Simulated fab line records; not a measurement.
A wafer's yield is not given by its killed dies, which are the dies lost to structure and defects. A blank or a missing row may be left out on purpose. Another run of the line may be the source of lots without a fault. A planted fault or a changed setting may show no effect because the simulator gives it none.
Chamber matching	flow nandHarc	NHARC_P_STI_CMP_21 on cmp-02 has 4 sister chambers
The step polishes, t overpolish 20 s, target thk 380.67 nm. 8 wafers are shown with their chamber, then 11 later ones without.

WAFERS, EACH WITH ITS CHAMBER
wafer	chamber	motorCurrentA (A)	overpolishRunS (s)
L085.3	1	12.1	20.010
L088.2	0	13.4	20.000
L088.3	2	11.4	19.975
L088.6	3	11.6	19.995
L091.3	3	12.0	19.993
L091.4	2	11.1	19.991
L091.5	0	14.0	20.006
L092.3	1	12.5	20.001

WAFERS WITHOUT THEIR CHAMBER
wafer	motorCurrentA (A)	overpolishRunS (s)
L092.4	13.4	19.986
L092.5	12.1	20.006
L095.1	11.5	20.005
L095.4	13.7	19.999
L095.5	10.5	19.987
L096.2	12.1	19.994
L096.4	11.3	19.997
L096.5	11.0	19.985
L097.1	12.7	19.999
L097.3	11.8	20.005
L097.5	13.5	20.009

CHAMBER TAKEN BY EACH
wafer	from the rows above	in truth
L092.4	can't be placed: 0 or 1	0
L092.5	can't be placed: 1 or 3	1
L095.1	can't be placed: 3 or 1 or 2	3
L095.4	0	0
L095.5	can't be placed: 2 or 3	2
L096.2	can't be placed: 3 or 1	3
L096.4	can't be placed: 3 or 2 or 1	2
L096.5	2	2
L097.1	can't be placed: 1 or 3 or 0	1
L097.3	can't be placed: 3 or 1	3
L097.5	0	0
Correct placement for 3 of the 11. Can't be placed from these rows: 8 (the true chamber is among the candidates in 8). Placed wrongly: 0.
How it was worked out, from the rows above alone: a wafer's distance from a chamber is the root of the sum, over the readings, of the square of ((its reading less the chamber's mean) divided by the reading's scatter). If the next closest chamber is less than 2 further off than the closest, the wafer can't be placed; otherwise it belongs to the closest. For every chamber, the mean is computed from those of its wafers that are shown. The scatter is the square root of a quotient: the sum, over the shown wafers, of each reading's squared deviation from its chamber's mean, divided by wafers minus chambers.
